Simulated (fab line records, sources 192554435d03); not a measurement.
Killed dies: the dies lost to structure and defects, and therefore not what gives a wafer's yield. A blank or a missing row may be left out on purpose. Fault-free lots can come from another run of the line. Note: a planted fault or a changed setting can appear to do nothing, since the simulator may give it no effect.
Code-filled problem report in 8D (eight disciplines) form || flow n5 finfet || the parts of the form that need people (team, actions taken, sign-off) are left out

## 1. THE ISSUE
Wafers with no fault read 35 with a standard deviation of 8.7, whereas killed_at_M0_to_M3 at N5_PASSIVATION_PROBE_49 reads a mean of 144 on 1 wafer of 1 lot. Measured from the usual mean, that is +13 standard deviations.
First observed at day 17 14:11: wafer L263.2, on prober-01. The record holds 3 wafers of 1 lot with a number at this step. Rule for "out", or "out of limits": more than 4 standard deviations from the usual mean. All remaining wafers that have a number are taken as sound.

## 2. WHAT THIS IS AND IS NOT
{"question": "which readings at this step", "is": "killed_at_M0_to_M3, defect limited yield, killed dies, killed on rim, sort_bin_5_function, sort n pass, sort yield pct", "is not": "killed_at_M4_up, killed at contacts, killed at front end, killed at other, killed short"}
{"question": "which lots", "is": "L263", "is not": "-"}
{"question": "which wafers of those lots", "is": "L263.2", "is not": "L263.1, L263.3"}
{"question": "read on which tools", "is": "prober-01", "is not": "-"}
{"question": "when", "is": "from day 17 14:11", "is not": "up to then (1 sound wafer); but 1 sound wafer of L263 came after"}

## 3. SUSPECTS, AND WHAT RULES EACH OUT
Counting: a tool at a process step up to the reading stays a suspect if it ran every lot that is out. Sound lots after the first of them don't rule it out here, since some wafers of a struck lot are sound.
- pvd sputter-03 at N5_BEOL_M1_SPUTTER_96 (material Cu, target thk 4.5 nm, time 8.29 s): kept. It ran the lot that is out, L263 (day 11 04:03).
- ald hk-01 at N5_MIM_TOP_ALD_00 (deposits Al2O3, purge time 3 s, co reactant pulse time 3 s): kept. It ran the lot that is out, L263 (day 17 01:31).
- pvd sputter-02 at N5_MIM_TOP_DEGAS_04 (time 60 s): kept. It ran the lot that is out, L263 (day 17 02:35).
- rie diel-01 at N5_MIM_BOT_ETCH_ETCH_04 (etches SiNx in CF4/O2, target depth 26 nm, time 13 s): kept. It ran the lot that is out, L263 (day 17 04:20).
- prober-01 at N5_PASSIVATION_PROBE_49: kept. It ran the lot that is out, L263 (day 17 14:08). Its own defect limited yield, killed_at_M0_to_M3, killed dies, killed on rim, sort_bin_5_function, sort n pass, sort yield pct readings are out on those wafers.
- At N5_MIM_TOP_ALD_00, inside ald hk-01: chamber 0 took the wafers that are out, while their sound lot-mates went through chambers 1, 3.
- At N5_MIM_BOT_ETCH_ETCH_04, inside rie diel-01: chamber 2 took the wafers that are out, while their sound lot-mates went through chambers 0, 3.
Left after counting: pvd sputter-03 at N5_BEOL_M1_SPUTTER_96, ald hk-01 at N5_MIM_TOP_ALD_00, pvd sputter-02 at N5_MIM_TOP_DEGAS_04, rie diel-01 at N5_MIM_BOT_ETCH_ETCH_04, prober-01 at N5_PASSIVATION_PROBE_49.

## 4. THE CAUSE (what the simulator had put in)
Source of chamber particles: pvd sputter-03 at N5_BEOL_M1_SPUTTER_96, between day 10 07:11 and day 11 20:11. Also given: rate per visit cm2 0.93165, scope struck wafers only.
Of the 5 suspects that counting leaves, this tool is one.

## 5. THE EFFECT CHAIN, in route order
Rows list readings where the struck wafers' mean (over those with a number) sits beyond 3 standard deviations from the usual. Scope: only readings with a usual standard deviation given in the record; hours: median across lots of the time from each lot's start at the first step in this table that gives one to its start at this step; sigmas: change in usual standard deviations.
{"hours": 0, "step": "N5_PASSIVATION_PROBE_49", "reading": "defect limited yield", "usual": "91.1 %", "on struck wafers": 80.9, "change": -10.2, "sigmas": -7.3}
{"hours": 0, "step": "N5_PASSIVATION_PROBE_49", "reading": "killed_at_M0_to_M3", "usual": 35, "on struck wafers": 144, "change": "+109", "sigmas": "+13"}
{"hours": 0, "step": "N5_PASSIVATION_PROBE_49", "reading": "killed dies", "usual": 105, "on struck wafers": 225, "change": "+120", "sigmas": "+7.5"}
{"hours": 0, "step": "N5_PASSIVATION_PROBE_49", "reading": "killed on rim", "usual": 14, "on struck wafers": 35, "change": "+21", "sigmas": "+5.5"}
{"hours": 0, "step": "N5_PASSIVATION_PROBE_49", "reading": "sort_bin_5_function", "usual": "5.2 %", "on struck wafers": 11.9, "change": "+6.7", "sigmas": "+7.0"}
{"hours": 0, "step": "N5_PASSIVATION_PROBE_49", "reading": "sort n pass", "usual": 1075, "on struck wafers": 955, "change": -120, "sigmas": -7.5}
{"hours": 0, "step": "N5_PASSIVATION_PROBE_49", "reading": "sort yield pct", "usual": "91.1 %", "on struck wafers": 80.9, "change": -10.2, "sigmas": -7.3}
Here are the process steps it includes:
- N5_PASSIVATION_PROBE_49

## 6. HOW IT WOULD HAVE BEEN CAUGHT EARLIER
In this record the first reading out of limits was taken at day 17 14:11, 175 hours after the fault began at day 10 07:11.
No tool reading at N5_BEOL_M1_SPUTTER_96 that has a usual standard deviation in the record was out on any struck wafer, so an alarm limit of 4 standard deviations on those readings would not have fired.
Lots out: 1; all had begun N5_BEOL_M1_SPUTTER_96 on pvd sputter-03 by day 17 14:11. Holding the tool at that point would not have protected any of them.
